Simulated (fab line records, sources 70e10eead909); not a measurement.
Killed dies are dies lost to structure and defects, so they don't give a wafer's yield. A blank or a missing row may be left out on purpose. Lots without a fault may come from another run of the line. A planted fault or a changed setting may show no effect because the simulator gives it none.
Problem report in the 8D (eight disciplines) form, filled by code | flow nand_harc | the parts of the form that need people (team, actions taken, sign-off) are left out

1. THE PROBLEM
killed_at_array at NHARC_END_SORT_01 reads a mean of 675 on 1 wafer of 1 lot; wafers without a fault read 56 with a standard deviation of 19. That is +33 standard deviations from the usual mean.
First seen on wafer L729.4, day 28 13:32, on prober-01. The record holds 2 wafers of 1 lot with a number at this step. Rule for "out", or "out of limits": more than 4 standard deviations from the usual mean. The other wafers with a number count as sound.

2. WHAT IT IS AND WHAT IT IS NOT
question                    | is                           | is not
which readings at this step | killed_at_array, killed_dies | killed_at_other, killed_at_periphery, killed_open, killed_short
which lots                  | L729                         | -
which wafers of those lots  | L729.4                       | L729.2
read on which gauges        | prober-01                    | -
when                        | from day 28 13:32            | up to then (1 sound wafer)

3. SUSPECTS, AND WHAT RULES EACH OUT
Counting: a tool at a process step up to the reading stays a suspect if it ran every lot that is out. Sound lots after the first of them don't rule it out here, since some wafers of a struck lot are sound.
- the gauge at NHARC_END_SORT_01: ruled out. All the wafers that are out were read on prober-01, but those of them that NHARC_A_CONTACT_ETCH_50 has rows for are out there too, on other tools.
- pecvd-04 at NHARC_A_CONTACT_DEP_24 (deposits SiO2, target thk 500 nm): kept. It ran the lot that is out, L729 (day 25 02:19).
- rie_diel-03 at NHARC_A_CONTACT_ETCH_50 (etches the open film in CF4/CHF3, target depth 121 nm, time 60.5 s): kept. It ran the lot that is out, L729 (day 25 08:27). Its own readings are out on those wafers: oes_product_au.
- har_cap_etch-03 at NHARC_A_CONTACT_ETCH_112 (etches the open film in C4F8/O2/Ar, time 190 s, target depth 1850 nm): kept. It ran the lot that is out, L729 (day 25 09:57).
- har_cap_etch-03 at NHARC_A_CONTACT_ETCH_116 (etches the open film in C4F8/O2/Ar, time 190 s, target depth 1850 nm): kept. It ran the lot that is out, L729 (day 25 10:38).
- Within pecvd-04 at NHARC_A_CONTACT_DEP_24: the wafers that are out ran in chamber 2; their sound lot-mates ran in chamber 1.
- Within rie_diel-03 at NHARC_A_CONTACT_ETCH_50: the wafers that are out ran in chamber 3; their sound lot-mates ran in chamber 1.
Left after counting: pecvd-04 at NHARC_A_CONTACT_DEP_24, rie_diel-03 at NHARC_A_CONTACT_ETCH_50, har_cap_etch-03 at NHARC_A_CONTACT_ETCH_112, har_cap_etch-03 at NHARC_A_CONTACT_ETCH_116.

4. THE CAUSE (what the simulator had put in)
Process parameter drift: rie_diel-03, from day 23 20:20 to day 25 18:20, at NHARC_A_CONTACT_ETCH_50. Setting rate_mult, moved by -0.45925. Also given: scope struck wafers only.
Counting left 4 suspects, and this tool is among them.

5. THE CHAIN OF EFFECTS, in route order
Each row: a reading whose mean over the struck wafers that have a number lies more than 3 standard deviations from the usual. Only readings for which the record gives a usual standard deviation are gone through. hours: the time from each lot's start at the first step in this table that gives one to its start at this step, as a median over the lots. sigmas: the change in usual standard deviations.
hours | step                    | reading         | usual      | on struck wafers | change | sigmas
0     | NHARC_A_CONTACT_ETCH_50 | oes_product_au  | 0.950 a.u. | 0.698            | -0.252 | -10
77    | NHARC_END_SORT_01       | killed_at_array | 56         | 675              | +619   | +33
77    | NHARC_END_SORT_01       | killed_dies     | 60         | 677              | +617   | +32
The process steps in it:
- NHARC_A_CONTACT_ETCH_50: etches the open film in CF4/CHF3, target depth 121 nm, time 60.5 s.

6. WHAT WOULD HAVE CAUGHT IT SOONER
In this record the first reading out of limits at a measuring or inspecting step was taken at day 28 13:32, 113 hours after the fault began at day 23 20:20.
The tool's own readings at NHARC_A_CONTACT_ETCH_50 were out on every struck wafer that the step has a row for (oes_product_au): an alarm limit on them would have fired on the first of those.
All the lots that are out (1) had begun NHARC_A_CONTACT_ETCH_50 on rie_diel-03 by day 28 13:32. A hold on the tool at that time would have spared none of them.
